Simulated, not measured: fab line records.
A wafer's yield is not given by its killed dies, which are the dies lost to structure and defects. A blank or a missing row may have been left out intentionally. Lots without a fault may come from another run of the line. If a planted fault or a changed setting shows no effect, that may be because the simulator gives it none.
The tool behind it: which one? || flow nand-harc || Sampling: 24 lots, 72 wafers, 6 of 1302 route steps

== WHAT THE GAUGES READ, wafer by wafer ==
NHARC_P_M1_THK_MEAS_24: measures by xrf.
{"lot": "L074", "measured": "day 6 09:59", "on": "film-metro-01", "thk-nm (nm)": "158.9 158.1 157.7"}
{"lot": "L076", "measured": "day 7 00:07", "on": "film-metro-01", "thk-nm (nm)": "156.8 157.7 157.7"}
{"lot": "L075", "measured": "day 7 00:51", "on": "film-metro-01", "thk-nm (nm)": "157.5 157.8 156.9"}
{"lot": "L077", "measured": "day 7 11:54", "on": "film-metro-01", "thk-nm (nm)": "159.8 156.8 158.3"}
{"lot": "L078", "measured": "day 8 01:01", "on": "film-metro-02", "thk-nm (nm)": "158.2 155.0 154.2"}
{"lot": "L079", "measured": "day 8 11:35", "on": "film-metro-01", "thk-nm (nm)": "157.5 157.8 157.9"}
{"lot": "L080", "measured": "day 8 19:13", "on": "film-metro-02", "thk-nm (nm)": "156.4 158.0 154.9"}
{"lot": "L081", "measured": "day 9 10:37", "on": "film-metro-01", "thk-nm (nm)": "156.9 158.9 156.9"}
{"lot": "L082", "measured": "day 9 11:27", "on": "film-metro-02", "thk-nm (nm)": "156.4 157.5 157.5"}
{"lot": "L083", "measured": "day 10 01:04", "on": "film-metro-02", "thk-nm (nm)": "158.6 158.0 158.8"}
{"lot": "L084", "measured": "day 10 09:52", "on": "film-metro-02", "thk-nm (nm)": "158.2 154.7 158.6"}
{"lot": "L085", "measured": "day 10 23:35", "on": "film-metro-01", "thk-nm (nm)": "157.9 157.0 156.5"}
{"lot": "L086", "measured": "day 11 03:10", "on": "film-metro-01", "thk-nm (nm)": "156.8 156.6 159.8"}
{"lot": "L087", "measured": "day 11 16:18", "on": "film-metro-02", "thk-nm (nm)": "157.1 158.2 156.1"}
{"lot": "L089", "measured": "day 12 10:39", "on": "film-metro-01", "thk-nm (nm)": "159.5 157.0 156.2"}
{"lot": "L088", "measured": "day 12 16:20", "on": "film-metro-01", "thk-nm (nm)": "156.3 156.4 155.9"}
{"lot": "L090", "measured": "day 12 22:59", "on": "film-metro-02", "thk-nm (nm)": "157.4 158.7 156.4"}
{"lot": "L091", "measured": "day 13 14:19", "on": "film-metro-01", "thk-nm (nm)": "160.5 158.5 157.1"}
{"lot": "L092", "measured": "day 14 00:29", "on": "film-metro-01", "thk-nm (nm)": "156.7 155.0 159.1"}
{"lot": "L093", "measured": "day 14 05:04", "on": "film-metro-01", "thk-nm (nm)": "158.4 157.1 158.5"}
{"lot": "L094", "measured": "day 14 16:29", "on": "film-metro-02", "thk-nm (nm)": "156.4 157.2 156.3"}
{"lot": "L095", "measured": "day 14 22:05", "on": "film-metro-02", "thk-nm (nm)": "158.1 156.3 157.5"}
{"lot": "L097", "measured": "day 15 20:11", "on": "film-metro-01", "thk-nm (nm)": "159.3 158.0 160.7"}
{"lot": "L096", "measured": "day 16 21:50", "on": "film-metro-01", "thk-nm (nm)": "156.6 159.6 159.3"}

NHARC_P_M2_CD_MEAS_09: target cd 170 nm.
{"lot": "L074", "measured": "day 6 11:31", "on": "cd-sem-01", "cd-nm (nm)": "170.3 170.7 170.0"}
{"lot": "L076", "measured": "day 7 01:32", "on": "cd-sem-02", "cd-nm (nm)": "170.0 170.0 169.9"}
{"lot": "L075", "measured": "day 7 02:25", "on": "cd-sem-03", "cd-nm (nm)": "169.8 170.2 169.5"}
{"lot": "L077", "measured": "day 7 13:28", "on": "cd-sem-02", "cd-nm (nm)": "169.3 169.2 169.8"}
{"lot": "L078", "measured": "day 8 02:26", "on": "cd-sem-02", "cd-nm (nm)": "170.5 170.0 170.5"}
{"lot": "L079", "measured": "day 8 13:07", "on": "cd-sem-02", "cd-nm (nm)": "169.5 169.6 169.5"}
{"lot": "L080", "measured": "day 8 20:37", "on": "cd-sem-03", "cd-nm (nm)": "170.0 169.3 169.2"}
{"lot": "L081", "measured": "day 9 12:02", "on": "cd-sem-01", "cd-nm (nm)": "170.5 169.5 170.1"}
{"lot": "L082", "measured": "day 9 13:00", "on": "cd-sem-02", "cd-nm (nm)": "170.5 170.5 170.0"}
{"lot": "L083", "measured": "day 10 02:40", "on": "cd-sem-01", "cd-nm (nm)": "169.3 169.8 169.3"}
{"lot": "L084", "measured": "day 10 11:34", "on": "cd-sem-01", "cd-nm (nm)": "170.7 170.7 170.3"}
{"lot": "L085", "measured": "day 11 01:05", "on": "cd-sem-03", "cd-nm (nm)": "169.5 169.4 168.8"}
{"lot": "L086", "measured": "day 11 04:42", "on": "cd-sem-01", "cd-nm (nm)": "170.0 169.7 170.6"}
{"lot": "L087", "measured": "day 11 17:50", "on": "cd-sem-03", "cd-nm (nm)": "169.8 169.8 170.0"}
{"lot": "L089", "measured": "day 12 12:12", "on": "cd-sem-03", "cd-nm (nm)": "169.5 169.4 169.8"}
{"lot": "L088", "measured": "day 12 18:01", "on": "cd-sem-01", "cd-nm (nm)": "169.4 169.5 169.7"}
{"lot": "L090", "measured": "day 13 00:31", "on": "cd-sem-03", "cd-nm (nm)": "170.9 170.0 169.4"}
{"lot": "L091", "measured": "day 13 15:53", "on": "cd-sem-01", "cd-nm (nm)": "168.5 169.0 169.3"}
{"lot": "L092", "measured": "day 14 02:00", "on": "cd-sem-01", "cd-nm (nm)": "170.3 170.2 170.7"}
{"lot": "L093", "measured": "day 14 06:36", "on": "cd-sem-01", "cd-nm (nm)": "169.1 168.9 168.2"}
{"lot": "L094", "measured": "day 14 18:02", "on": "cd-sem-03", "cd-nm (nm)": "170.6 170.4 170.2"}
{"lot": "L095", "measured": "day 14 23:37", "on": "cd-sem-02", "cd-nm (nm)": "170.0 169.2 169.6"}
{"lot": "L097", "measured": "day 15 21:37", "on": "cd-sem-03", "cd-nm (nm)": "170.5 170.2 169.8"}
{"lot": "L096", "measured": "day 16 23:23", "on": "cd-sem-01", "cd-nm (nm)": "169.9 169.7 170.2"}

== WHICH TOOL RAN EACH LOT (tool, then ch and the chambers of the sampled wafers, then the start) ==
{"lot": "L074", "NHARC_P_M1_ETCH_28": "rie-diel-04 ch 0,2,3, day 6 08:35 or earlier", "NHARC_P_M1_DEGAS_29": "pvd-sputter-01, day 6 08:35", "NHARC_P_M1_PRE_CLEAN_30": "pvd-sputter-01, day 6 09:59 or earlier", "NHARC_P_M1_DEP_33": "pecvd-02 ch 0,1,2, day 6 10:23"}
{"lot": "L076", "NHARC_P_M1_ETCH_28": "rie-diel-01 ch 1,3, day 6 22:43 or earlier", "NHARC_P_M1_DEGAS_29": "pvd-sputter-01, day 6 22:43", "NHARC_P_M1_PRE_CLEAN_30": "pvd-sputter-01, day 7 00:07 or earlier", "NHARC_P_M1_DEP_33": "pecvd-02 ch 0,2, day 7 00:25"}
{"lot": "L075", "NHARC_P_M1_ETCH_28": "rie-diel-01 ch 0,3, day 6 23:28 or earlier", "NHARC_P_M1_DEGAS_29": "pvd-sputter-03, day 6 23:28", "NHARC_P_M1_PRE_CLEAN_30": "pvd-sputter-03, day 7 00:51 or earlier", "NHARC_P_M1_DEP_33": "pecvd-02 ch 0,1, day 7 01:14"}
{"lot": "L077", "NHARC_P_M1_ETCH_28": "rie-diel-04 ch 2,3, day 7 10:29 or earlier", "NHARC_P_M1_DEGAS_29": "pvd-sputter-02, day 7 10:29", "NHARC_P_M1_PRE_CLEAN_30": "pvd-sputter-02, day 7 11:54 or earlier", "NHARC_P_M1_DEP_33": "pecvd-02 ch 0,1,2, day 7 12:12"}
{"lot": "L078", "NHARC_P_M1_ETCH_28": "rie-diel-01 ch 0,1,3, day 7 23:38 or earlier", "NHARC_P_M1_DEGAS_29": "pvd-sputter-01, day 7 23:38", "NHARC_P_M1_PRE_CLEAN_30": "pvd-sputter-01, day 8 01:01 or earlier", "NHARC_P_M1_DEP_33": "pecvd-01 ch 0,1, day 8 01:19"}
{"lot": "L079", "NHARC_P_M1_ETCH_28": "rie-diel-02 ch 0,2, day 8 09:53 or earlier", "NHARC_P_M1_DEGAS_29": "pvd-sputter-02, day 8 09:53", "NHARC_P_M1_PRE_CLEAN_30": "pvd-sputter-02, day 8 11:35 or earlier", "NHARC_P_M1_DEP_33": "pecvd-03 ch 0,1, day 8 11:53"}
{"lot": "L080", "NHARC_P_M1_ETCH_28": "rie-diel-02 ch 1,2,3, day 8 17:49 or earlier", "NHARC_P_M1_DEGAS_29": "pvd-sputter-02, day 8 17:49", "NHARC_P_M1_PRE_CLEAN_30": "pvd-sputter-02, day 8 19:13 or earlier", "NHARC_P_M1_DEP_33": "pecvd-01 ch 0,1,2, day 8 19:31"}
{"lot": "L081", "NHARC_P_M1_ETCH_28": "rie-diel-01 ch 0,2, day 9 09:14 or earlier", "NHARC_P_M1_DEGAS_29": "pvd-sputter-02, day 9 09:14", "NHARC_P_M1_PRE_CLEAN_30": "pvd-sputter-02, day 9 10:37 or earlier", "NHARC_P_M1_DEP_33": "pecvd-03 ch 0,1, day 9 10:58"}
{"lot": "L082", "NHARC_P_M1_ETCH_28": "rie-diel-04 ch 2,3, day 9 10:04 or earlier", "NHARC_P_M1_DEGAS_29": "pvd-sputter-03, day 9 10:04", "NHARC_P_M1_PRE_CLEAN_30": "pvd-sputter-03, day 9 11:27 or earlier", "NHARC_P_M1_DEP_33": "pecvd-02 ch 0,1,2, day 9 11:48"}
{"lot": "L083", "NHARC_P_M1_ETCH_28": "rie-diel-01 ch 0,1,2, day 9 23:40 or earlier", "NHARC_P_M1_DEGAS_29": "pvd-sputter-01, day 9 23:40", "NHARC_P_M1_PRE_CLEAN_30": "pvd-sputter-01, day 10 01:04 or earlier", "NHARC_P_M1_DEP_33": "pecvd-01 ch 2, day 10 01:28"}
{"lot": "L084", "NHARC_P_M1_ETCH_28": "rie-diel-01 ch 0,2,3, day 10 08:29 or earlier", "NHARC_P_M1_DEGAS_29": "pvd-sputter-03, day 10 08:29", "NHARC_P_M1_PRE_CLEAN_30": "pvd-sputter-03, day 10 09:52 or earlier", "NHARC_P_M1_DEP_33": "pecvd-03 ch 0,1, day 10 10:10"}
{"lot": "L085", "NHARC_P_M1_ETCH_28": "rie-diel-01 ch 1,2, day 10 22:10 or earlier", "NHARC_P_M1_DEGAS_29": "pvd-sputter-01, day 10 22:10", "NHARC_P_M1_PRE_CLEAN_30": "pvd-sputter-01, day 10 23:35 or earlier", "NHARC_P_M1_DEP_33": "pecvd-03 ch 0,2, day 10 23:58"}
{"lot": "L086", "NHARC_P_M1_ETCH_28": "rie-diel-02 ch 1,2,3, day 11 01:46 or earlier", "NHARC_P_M1_DEGAS_29": "pvd-sputter-03, day 11 01:46", "NHARC_P_M1_PRE_CLEAN_30": "pvd-sputter-03, day 11 03:10 or earlier", "NHARC_P_M1_DEP_33": "pecvd-03 ch 0,2, day 11 03:28"}
{"lot": "L087", "NHARC_P_M1_ETCH_28": "rie-diel-02 ch 1,2,3, day 11 14:52 or earlier", "NHARC_P_M1_DEGAS_29": "pvd-sputter-01, day 11 14:52", "NHARC_P_M1_PRE_CLEAN_30": "pvd-sputter-01, day 11 16:18 or earlier", "NHARC_P_M1_DEP_33": "pecvd-03 ch 0,1,2, day 11 16:36"}
{"lot": "L089", "NHARC_P_M1_ETCH_28": "rie-diel-04 ch 0,1,3, day 12 09:16 or earlier", "NHARC_P_M1_DEGAS_29": "pvd-sputter-01, day 12 09:16", "NHARC_P_M1_PRE_CLEAN_30": "pvd-sputter-01, day 12 10:39 or earlier", "NHARC_P_M1_DEP_33": "pecvd-03 ch 0,1,2, day 12 10:57"}
{"lot": "L088", "NHARC_P_M1_ETCH_28": "rie-diel-04 ch 0,1,3, day 12 14:56 or earlier", "NHARC_P_M1_DEGAS_29": "pvd-sputter-01, day 12 14:56", "NHARC_P_M1_PRE_CLEAN_30": "pvd-sputter-01, day 12 16:20 or earlier", "NHARC_P_M1_DEP_33": "pecvd-01 ch 0,1,2, day 12 16:46"}
{"lot": "L090", "NHARC_P_M1_ETCH_28": "rie-diel-02 ch 0,3, day 12 21:32 or earlier", "NHARC_P_M1_DEGAS_29": "pvd-sputter-01, day 12 21:32", "NHARC_P_M1_PRE_CLEAN_30": "pvd-sputter-01, day 12 22:59 or earlier", "NHARC_P_M1_DEP_33": "pecvd-03 ch 0,2, day 12 23:17"}
{"lot": "L091", "NHARC_P_M1_ETCH_28": "rie-diel-01 ch 0,2,3, day 13 12:55 or earlier", "NHARC_P_M1_DEGAS_29": "pvd-sputter-03, day 13 12:55", "NHARC_P_M1_PRE_CLEAN_30": "pvd-sputter-03, day 13 14:19 or earlier", "NHARC_P_M1_DEP_33": "pecvd-01 ch 0,2, day 13 14:39"}
{"lot": "L092", "NHARC_P_M1_ETCH_28": "rie-diel-04 ch 1,2,3, day 13 23:05 or earlier", "NHARC_P_M1_DEGAS_29": "pvd-sputter-01, day 13 23:05", "NHARC_P_M1_PRE_CLEAN_30": "pvd-sputter-01, day 14 00:29 or earlier", "NHARC_P_M1_DEP_33": "pecvd-03 ch 0,2, day 14 00:52"}
{"lot": "L093", "NHARC_P_M1_ETCH_28": "rie-diel-04 ch 1,2, day 14 03:41 or earlier", "NHARC_P_M1_DEGAS_29": "pvd-sputter-03, day 14 03:41", "NHARC_P_M1_PRE_CLEAN_30": "pvd-sputter-03, day 14 05:04 or earlier", "NHARC_P_M1_DEP_33": "pecvd-03 ch 0,1, day 14 05:22"}
{"lot": "L094", "NHARC_P_M1_ETCH_28": "rie-diel-01 ch 2,3, day 14 14:39", "NHARC_P_M1_DEGAS_29": "pvd-sputter-01, day 14 15:04", "NHARC_P_M1_PRE_CLEAN_30": "pvd-sputter-01, day 14 16:29 or earlier", "NHARC_P_M1_DEP_33": "pecvd-02 ch 1,2, day 14 16:47"}
{"lot": "L095", "NHARC_P_M1_ETCH_28": "rie-diel-01 ch 0,2,3, day 14 20:42 or earlier", "NHARC_P_M1_DEGAS_29": "pvd-sputter-01, day 14 20:42", "NHARC_P_M1_PRE_CLEAN_30": "pvd-sputter-01, day 14 22:05 or earlier", "NHARC_P_M1_DEP_33": "pecvd-02 ch 0,2, day 14 22:29"}
{"lot": "L097", "NHARC_P_M1_ETCH_28": "rie-diel-04 ch 1,2,3, day 15 18:45 or earlier", "NHARC_P_M1_DEGAS_29": "pvd-sputter-01, day 15 18:45", "NHARC_P_M1_PRE_CLEAN_30": "pvd-sputter-01, day 15 20:11 or earlier", "NHARC_P_M1_DEP_33": "pecvd-02 ch 0,2, day 15 20:32"}
{"lot": "L096", "NHARC_P_M1_ETCH_28": "rie-diel-02 ch 0,2,3, day 16 20:26 or earlier", "NHARC_P_M1_DEGAS_29": "pvd-sputter-01, day 16 20:26", "NHARC_P_M1_PRE_CLEAN_30": "pvd-sputter-01, day 16 21:50 or earlier", "NHARC_P_M1_DEP_33": "pecvd-03 ch 0,1, day 16 22:10"}
- NHARC_P_M1_ETCH_28: etches the open film in CF4/N2, target depth 30 nm, time 72.99 s.
- NHARC_P_M1_DEGAS_29: time 60 s.
- NHARC_P_M1_PRE_CLEAN_30: time 30 s.
- NHARC_P_M1_DEP_33: deposits SiCN, target thk 30 nm.

== AS READ BY THE TOOLS THEMSELVES (means over the sampled wafers that have a number; for cases with no such wafer, the mark the record gives instead) ==
NHARC_P_M1_ETCH_28.
{"lot": "L074", "tool": "rie-diel-04", "drypump-motor-current-A (A)": 5.8, "oes-product-au (a.u.)": 0.992, "rf-vpp-V (V)": 315.1, "showerhead-plenum-p-Torr (Torr)": 2.71, "throttle-valve-pct (%)": 19.790}
{"lot": "L076", "tool": "rie-diel-01", "drypump-motor-current-A (A)": 6.0, "oes-product-au (a.u.)": 1.002, "rf-vpp-V (V)": 312.5, "showerhead-plenum-p-Torr (Torr)": 2.55, "throttle-valve-pct (%)": 19.806}
{"lot": "L075", "tool": "rie-diel-01", "drypump-motor-current-A (A)": 6.1, "oes-product-au (a.u.)": 0.991, "rf-vpp-V (V)": 314.0, "showerhead-plenum-p-Torr (Torr)": 2.63, "throttle-valve-pct (%)": 19.786}
{"lot": "L077", "tool": "rie-diel-04", "drypump-motor-current-A (A)": 6.1, "oes-product-au (a.u.)": 0.996, "rf-vpp-V (V)": 317.6, "showerhead-plenum-p-Torr (Torr)": 2.79, "throttle-valve-pct (%)": 19.784}
{"lot": "L078", "tool": "rie-diel-01", "drypump-motor-current-A (A)": 6.0, "oes-product-au (a.u.)": 0.999, "rf-vpp-V (V)": 313.6, "showerhead-plenum-p-Torr (Torr)": 2.60, "throttle-valve-pct (%)": 19.791}
{"lot": "L079", "tool": "rie-diel-02", "drypump-motor-current-A (A)": 5.7, "oes-product-au (a.u.)": 1.010, "rf-vpp-V (V)": 314.2, "showerhead-plenum-p-Torr (Torr)": 2.65, "throttle-valve-pct (%)": 19.793}
{"lot": "L080", "tool": "rie-diel-02", "drypump-motor-current-A (A)": 5.8, "oes-product-au (a.u.)": 1.002, "rf-vpp-V (V)": 314.5, "showerhead-plenum-p-Torr (Torr)": 2.61, "throttle-valve-pct (%)": 19.804}
{"lot": "L081", "tool": "rie-diel-01", "drypump-motor-current-A (A)": 5.9, "oes-product-au (a.u.)": 1.013, "rf-vpp-V (V)": 314.9, "showerhead-plenum-p-Torr (Torr)": 2.68, "throttle-valve-pct (%)": 19.800}
{"lot": "L082", "tool": "rie-diel-04", "drypump-motor-current-A (A)": 6.1, "oes-product-au (a.u.)": 1.001, "rf-vpp-V (V)": 316.2, "showerhead-plenum-p-Torr (Torr)": 2.76, "throttle-valve-pct (%)": 19.789}
{"lot": "L083", "tool": "rie-diel-01", "drypump-motor-current-A (A)": 6.0, "oes-product-au (a.u.)": 0.993, "rf-vpp-V (V)": 314.4, "showerhead-plenum-p-Torr (Torr)": 2.64, "throttle-valve-pct (%)": 19.793}
{"lot": "L084", "tool": "rie-diel-01", "drypump-motor-current-A (A)": 6.1, "oes-product-au (a.u.)": 1.001, "rf-vpp-V (V)": 314.8, "showerhead-plenum-p-Torr (Torr)": 2.67, "throttle-valve-pct (%)": 19.786}
{"lot": "L085", "tool": "rie-diel-01", "drypump-motor-current-A (A)": 6.1, "oes-product-au (a.u.)": 1.003, "rf-vpp-V (V)": 314.6, "showerhead-plenum-p-Torr (Torr)": 2.67, "throttle-valve-pct (%)": 19.800}
{"lot": "L086", "tool": "rie-diel-02", "drypump-motor-current-A (A)": 5.8, "oes-product-au (a.u.)": 0.997, "rf-vpp-V (V)": 314.1, "showerhead-plenum-p-Torr (Torr)": 2.61, "throttle-valve-pct (%)": 19.792}
{"lot": "L087", "tool": "rie-diel-02", "drypump-motor-current-A (A)": 5.8, "oes-product-au (a.u.)": 1.005, "rf-vpp-V (V)": 313.4, "showerhead-plenum-p-Torr (Torr)": 2.61, "throttle-valve-pct (%)": 19.804}
{"lot": "L089", "tool": "rie-diel-04", "drypump-motor-current-A (A)": 6.0, "oes-product-au (a.u.)": 1.003, "rf-vpp-V (V)": 314.1, "showerhead-plenum-p-Torr (Torr)": 2.60, "throttle-valve-pct (%)": 19.798}
{"lot": "L088", "tool": "rie-diel-04", "drypump-motor-current-A (A)": 5.9, "oes-product-au (a.u.)": 0.999, "rf-vpp-V (V)": 313.1, "showerhead-plenum-p-Torr (Torr)": 2.60, "throttle-valve-pct (%)": 19.784}
{"lot": "L090", "tool": "rie-diel-02", "drypump-motor-current-A (A)": 5.6, "oes-product-au (a.u.)": 1.002, "rf-vpp-V (V)": 315.4, "showerhead-plenum-p-Torr (Torr)": 2.66, "throttle-valve-pct (%)": 19.802}
{"lot": "L091", "tool": "rie-diel-01", "drypump-motor-current-A (A)": 6.1, "oes-product-au (a.u.)": 0.996, "rf-vpp-V (V)": 315.6, "showerhead-plenum-p-Torr (Torr)": 2.67, "throttle-valve-pct (%)": 19.786}
{"lot": "L092", "tool": "rie-diel-04", "drypump-motor-current-A (A)": 6.2, "oes-product-au (a.u.)": 1.004, "rf-vpp-V (V)": 313.4, "showerhead-plenum-p-Torr (Torr)": 2.65, "throttle-valve-pct (%)": 19.792}
{"lot": "L093", "tool": "rie-diel-04", "drypump-motor-current-A (A)": 6.3, "oes-product-au (a.u.)": 0.997, "rf-vpp-V (V)": 314.2, "showerhead-plenum-p-Torr (Torr)": 2.62, "throttle-valve-pct (%)": 19.796}
{"lot": "L094", "tool": "rie-diel-01", "drypump-motor-current-A (A)": 6.3, "oes-product-au (a.u.)": 1.001, "rf-vpp-V (V)": 314.9, "showerhead-plenum-p-Torr (Torr)": 2.66, "throttle-valve-pct (%)": 19.789}
{"lot": "L095", "tool": "rie-diel-01", "drypump-motor-current-A (A)": 6.1, "oes-product-au (a.u.)": 1.008, "rf-vpp-V (V)": 314.4, "showerhead-plenum-p-Torr (Torr)": 2.67, "throttle-valve-pct (%)": 19.796}
{"lot": "L097", "tool": "rie-diel-04", "drypump-motor-current-A (A)": 6.3, "oes-product-au (a.u.)": 1.005, "rf-vpp-V (V)": 314.7, "showerhead-plenum-p-Torr (Torr)": 2.65, "throttle-valve-pct (%)": 19.793}
{"lot": "L096", "tool": "rie-diel-02", "drypump-motor-current-A (A)": 5.7, "oes-product-au (a.u.)": 1.001, "rf-vpp-V (V)": 315.0, "showerhead-plenum-p-Torr (Torr)": 2.66, "throttle-valve-pct (%)": 19.799}

NHARC_P_M1_DEGAS_29.
{"lot": "L074", "tool": "pvd-sputter-01", "heater-power-w (W)": 314}
{"lot": "L076", "tool": "pvd-sputter-01", "heater-power-w (W)": 353}
{"lot": "L075", "tool": "pvd-sputter-03", "heater-power-w (W)": 350}
{"lot": "L077", "tool": "pvd-sputter-02", "heater-power-w (W)": 335}
{"lot": "L078", "tool": "pvd-sputter-01", "heater-power-w (W)": 343}
{"lot": "L079", "tool": "pvd-sputter-02", "heater-power-w (W)": 319}
{"lot": "L080", "tool": "pvd-sputter-02", "heater-power-w (W)": 318}
{"lot": "L081", "tool": "pvd-sputter-02", "heater-power-w (W)": 319}
{"lot": "L082", "tool": "pvd-sputter-03", "heater-power-w (W)": 337}
{"lot": "L083", "tool": "pvd-sputter-01", "heater-power-w (W)": 329}
{"lot": "L084", "tool": "pvd-sputter-03", "heater-power-w (W)": 359}
{"lot": "L085", "tool": "pvd-sputter-01", "heater-power-w (W)": 326}
{"lot": "L086", "tool": "pvd-sputter-03", "heater-power-w (W)": 359}
{"lot": "L087", "tool": "pvd-sputter-01", "heater-power-w (W)": 357}
{"lot": "L089", "tool": "pvd-sputter-01", "heater-power-w (W)": 339}
{"lot": "L088", "tool": "pvd-sputter-01", "heater-power-w (W)": 336}
{"lot": "L090", "tool": "pvd-sputter-01", "heater-power-w (W)": 377}
{"lot": "L091", "tool": "pvd-sputter-03", "heater-power-w (W)": 355}
{"lot": "L092", "tool": "pvd-sputter-01", "heater-power-w (W)": 348}
{"lot": "L093", "tool": "pvd-sputter-03", "heater-power-w (W)": 359}
{"lot": "L094", "tool": "pvd-sputter-01", "heater-power-w (W)": 346}
{"lot": "L095", "tool": "pvd-sputter-01", "heater-power-w (W)": 340}
{"lot": "L097", "tool": "pvd-sputter-01", "heater-power-w (W)": 322}
{"lot": "L096", "tool": "pvd-sputter-01", "heater-power-w (W)": 367}

NHARC_P_M1_PRE_CLEAN_30.
{"lot": "L074", "tool": "pvd-sputter-01", "heater-power-w (W)": 431}
{"lot": "L076", "tool": "pvd-sputter-01", "heater-power-w (W)": 417}
{"lot": "L075", "tool": "pvd-sputter-03", "heater-power-w (W)": 446}
{"lot": "L077", "tool": "pvd-sputter-02", "heater-power-w (W)": 418}
{"lot": "L078", "tool": "pvd-sputter-01", "heater-power-w (W)": 433}
{"lot": "L079", "tool": "pvd-sputter-02", "heater-power-w (W)": 417}
{"lot": "L080", "tool": "pvd-sputter-02", "heater-power-w (W)": 418}
{"lot": "L081", "tool": "pvd-sputter-02", "heater-power-w (W)": 389}
{"lot": "L082", "tool": "pvd-sputter-03", "heater-power-w (W)": 448}
{"lot": "L083", "tool": "pvd-sputter-01", "heater-power-w (W)": 411}
{"lot": "L084", "tool": "pvd-sputter-03", "heater-power-w (W)": 416}
{"lot": "L085", "tool": "pvd-sputter-01", "heater-power-w (W)": 424}
{"lot": "L086", "tool": "pvd-sputter-03", "heater-power-w (W)": 389}
{"lot": "L087", "tool": "pvd-sputter-01", "heater-power-w (W)": 415}
{"lot": "L089", "tool": "pvd-sputter-01", "heater-power-w (W)": 447}
{"lot": "L088", "tool": "pvd-sputter-01", "heater-power-w (W)": 433}
{"lot": "L090", "tool": "pvd-sputter-01", "heater-power-w (W)": 399}
{"lot": "L091", "tool": "pvd-sputter-03", "heater-power-w (W)": 444}
{"lot": "L092", "tool": "pvd-sputter-01", "heater-power-w (W)": 405}
{"lot": "L093", "tool": "pvd-sputter-03", "heater-power-w (W)": 415}
{"lot": "L094", "tool": "pvd-sputter-01", "heater-power-w (W)": 432}
{"lot": "L095", "tool": "pvd-sputter-01", "heater-power-w (W)": 450}
{"lot": "L097", "tool": "pvd-sputter-01", "heater-power-w (W)": 419}
{"lot": "L096", "tool": "pvd-sputter-01", "heater-power-w (W)": 461}

NHARC_P_M1_DEP_33.
{"lot": "L074", "tool": "pecvd-02", "heater-power-w (W)": 588}
{"lot": "L076", "tool": "pecvd-02", "heater-power-w (W)": 659}
{"lot": "L075", "tool": "pecvd-02", "heater-power-w (W)": 721}
{"lot": "L077", "tool": "pecvd-02", "heater-power-w (W)": 583}
{"lot": "L078", "tool": "pecvd-01", "heater-power-w (W)": 559}
{"lot": "L079", "tool": "pecvd-03", "heater-power-w (W)": 557}
{"lot": "L080", "tool": "pecvd-01", "heater-power-w (W)": 585}
{"lot": "L081", "tool": "pecvd-03", "heater-power-w (W)": 544}
{"lot": "L082", "tool": "pecvd-02", "heater-power-w (W)": 619}
{"lot": "L083", "tool": "pecvd-01", "heater-power-w (W)": 630}
{"lot": "L084", "tool": "pecvd-03", "heater-power-w (W)": 518}
{"lot": "L085", "tool": "pecvd-03", "heater-power-w (W)": 590}
{"lot": "L086", "tool": "pecvd-03", "heater-power-w (W)": 627}
{"lot": "L087", "tool": "pecvd-03", "heater-power-w (W)": 614}
{"lot": "L089", "tool": "pecvd-03", "heater-power-w (W)": 601}
{"lot": "L088", "tool": "pecvd-01", "heater-power-w (W)": 555}
{"lot": "L090", "tool": "pecvd-03", "heater-power-w (W)": 645}
{"lot": "L091", "tool": "pecvd-01", "heater-power-w (W)": 533}
{"lot": "L092", "tool": "pecvd-03", "heater-power-w (W)": 661}
{"lot": "L093", "tool": "pecvd-03", "heater-power-w (W)": 609}
{"lot": "L094", "tool": "pecvd-02", "heater-power-w (W)": 586}
{"lot": "L095", "tool": "pecvd-02", "heater-power-w (W)": 633}
{"lot": "L097", "tool": "pecvd-02", "heater-power-w (W)": 490}
{"lot": "L096", "tool": "pecvd-03", "heater-power-w (W)": 545}

== THE ANSWER, worked out from the rows above alone ==
Rule: the usual values come from the lots themselves. Put in order of their means at a reading, lots are off if they are a third of the lots or fewer, leave a main group of 4 or more, and stand apart from it by a gap of 3 or more times the standard deviation of the main group's means; of several such gaps the widest counts. If all means in a main group match to the digits the tables above print for the reading, that group is not used. A lot without any number at a reading at which 4 lots or more have one is off too. Where the step has rows for the other lots, those lots are counted as sound. After the gauges, taken in route order, come the tools' own readings; for these a lot's mean is taken, as printed above. At the first step where some lot is off, the reading lying furthest off is the one used; lots without a number count as furthest.
No lot is off on any of the readings shown, so nothing can be concluded from this.

== WHAT WAS PUT IN BY THE SIMULATOR ==
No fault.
